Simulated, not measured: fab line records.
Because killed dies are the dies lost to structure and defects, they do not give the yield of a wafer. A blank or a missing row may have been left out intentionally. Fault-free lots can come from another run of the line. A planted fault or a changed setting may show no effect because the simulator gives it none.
Matching of chambers -- flow n5Finfet -- rieDiel-02 running N5_BEOL_M11_DESCUM_33: 4 sister chambers
The step chemistry O2, time 7.9 s. 14 wafers are shown with their chamber, then 7 later ones without.

WAFERS WITH THEIR CHAMBER
wafer,chamber,drypumpMotorCurrentA (A),showerheadPlenumPTorr (Torr),throttleValvePct (%)
L077.1,0,6.1,2.12,19.7
L077.4,1,6.5,2.22,20.3
L077.5,2,5.3,2.01,20.5
L078.1,1,6.5,2.21,20.3
L078.3,3,5.2,2.10,20.7
L078.4,0,6.1,2.12,19.7
L079.1,1,6.6,2.21,20.4
L079.4,3,5.2,2.10,20.7
L079.6,3,5.2,2.10,20.7
L080.1,3,5.2,2.10,20.7
L080.4,2,5.3,2.01,20.5
L080.6,1,6.5,2.21,20.4
L088.1,2,5.3,2.00,20.6
L088.3,1,6.6,2.21,20.4

SIGNATURES (means of the wafers above)
reading,chamber 0,chamber 1,chamber 2,chamber 3,scatter within a chamber
drypumpMotorCurrentA,6.100,6.540,5.300,5.200,0.0346
showerheadPlenumPTorr,2.1200,2.2120,2.0067,2.1000,0.00383
throttleValvePct,19.700,20.360,20.533,20.700,0.0432
Rule: a wafer lies at a distance from a chamber equal to the root of the sum of squares, over the readings, of (its reading less the chamber's mean, divided by the reading's scatter). If the next closest chamber is less than 2 further off than the closest, the wafer can't be placed; otherwise it belongs to the closest. The scatter: take each reading less its chamber's mean, square it, sum over the shown wafers, divide by the number of wafers less the number of chambers, and take the root.

WAFERS WITHOUT THEIR CHAMBER
wafer,drypumpMotorCurrentA (A),showerheadPlenumPTorr (Torr),throttleValvePct (%)
L088.6,6.1,2.11,19.7
L096.2,5.3,2.00,20.6
L096.4,6.5,2.20,20.4
L096.5,6.1,2.11,19.8
L097.2,5.2,2.09,20.7
L097.3,6.6,2.20,20.4
L097.6,6.1,2.11,19.8

WHICH CHAMBER EACH WENT THROUGH
wafer,from the rows above,in truth
L088.6,0,0
L096.2,2,2
L096.4,1,1
L096.5,0,0
L097.2,3,3
L097.3,1,1
L097.6,0,0
Placed correctly: 7 of 7. Number that these rows cannot place: 0. Number placed wrongly: 0.
